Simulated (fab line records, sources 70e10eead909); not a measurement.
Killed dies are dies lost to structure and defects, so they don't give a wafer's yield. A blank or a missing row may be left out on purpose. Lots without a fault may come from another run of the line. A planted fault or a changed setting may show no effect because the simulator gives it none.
Chamber matching | flow nand_harc | NHARC_P_CONTACT_DEP_30 on pecvd-02: 3 sister chambers
The step deposits SiNx, target thk 30 nm. 14 wafers are shown with their chamber, then 7 later ones without.

WAFERS WITH THEIR CHAMBER
wafer  | chamber | heater_power_outer_w (W) | heater_power_w (W)
L849.2 | 0       | 558                      | 832
L849.5 | 1       | 411                      | 665
L849.6 | 0       | 561                      | 841
L848.1 | 0       | 567                      | 846
L848.3 | 2       | 440                      | 740
L848.6 | 0       | 571                      | 860
L851.3 | 2       | 415                      | 684
L851.4 | 0       | 560                      | 857
L851.6 | 1       | 350                      | 594
L853.2 | 0       | 528                      | 808
L853.5 | 1       | 416                      | 689
L853.6 | 0       | 505                      | 803
L854.2 | 0       | 609                      | 913
L854.3 | 1       | 391                      | 656

SIGNATURES (means of the wafers above)
reading              | chamber 0 | chamber 1 | chamber 2 | scatter within a chamber
heater_power_outer_w | 557.38    | 392.00    | 427.50    | 29.5
heater_power_w       | 845.00    | 651.00    | 712.00    | 36.7
Rule: a wafer's distance from a chamber is the root of the sum, over the readings, of the square of ((its reading less the chamber's mean) divided by the reading's scatter). The wafer belongs to the nearest chamber; if the next one is less than 2 further off, it can't be placed. The scatter: the root of (the sum of the squares of (reading less its chamber's mean) over the shown wafers, divided by (wafers less chambers)).

WAFERS WITHOUT THEIR CHAMBER
wafer  | heater_power_outer_w (W) | heater_power_w (W)
L854.4 | 389                      | 645
L860.1 | 425                      | 708
L860.3 | 456                      | 726
L860.5 | 428                      | 698
L866.1 | 413                      | 681
L866.3 | 456                      | 720
L866.6 | 417                      | 668

WHICH CHAMBER EACH WENT THROUGH
wafer  | from the rows above     | in truth
L854.4 | 1                       | 1
L860.1 | can't be placed: 2 or 1 | 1
L860.3 | can't be placed: 2 or 1 | 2
L860.5 | can't be placed: 2 or 1 | 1
L866.1 | can't be placed: 2 or 1 | 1
L866.3 | can't be placed: 2 or 1 | 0
L866.6 | can't be placed: 1 or 2 | 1
Placed correctly: 1 of 7. Can't be placed from these rows: 6 (the true chamber is among the candidates in 5). Placed wrongly: 0.
